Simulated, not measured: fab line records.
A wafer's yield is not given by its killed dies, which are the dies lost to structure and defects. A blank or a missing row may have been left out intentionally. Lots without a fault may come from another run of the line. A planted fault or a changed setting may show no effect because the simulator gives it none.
Chamber matching ; flow nand_harc ; NHARC_THIN_TSV_DEP_47 on pecvd-04 has 3 sister chambers
The step deposits SiO2, target thk 200 nm. 3 wafers are shown with their chamber, then 7 later ones without.

## EACH WAFER AND ITS CHAMBER
wafer;chamber;throttle_valve_pct (%)
L242.5;2;16.2
L241.3;1;16.1
L241.5;0;16.2

## WAFERS MISSING THEIR CHAMBER
wafer;throttle_valve_pct (%)
L241.6;16.2
L243.4;16.1
L243.5;16.3
L243.6;16.2
L246.1;16.0
L246.3;16.2
L246.5;16.2

## WHICH CHAMBER EACH WENT THROUGH
wafer;from the rows above;in truth
L241.6;can't be placed: 0 or 2 or 1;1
L243.4;can't be placed: 1 or 0 or 2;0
L243.5;can't be placed: 0 or 2 or 1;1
L243.6;can't be placed: 0 or 2 or 1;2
L246.1;can't be placed: 1 or 0 or 2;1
L246.3;can't be placed: 0 or 2 or 1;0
L246.5;can't be placed: 0 or 2 or 1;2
Placed correctly: 0 of 7. Not placeable from these rows: 7 (in 7, the candidates include the true chamber). Placed wrongly: 0.
How it was worked out, from the rows above alone: a wafer's distance from a chamber is the root of the sum, over the readings, of the square of ((its reading less the chamber's mean) divided by the reading's scatter). The wafer belongs to the nearest chamber; if the next one is less than 2 further off, it can't be placed. For every chamber, the mean is computed from those of its wafers that are shown. The scatter (one wafer shown for each chamber): square how far every hidden wafer sits from the nearest shown wafer, average those squares and take the square root.
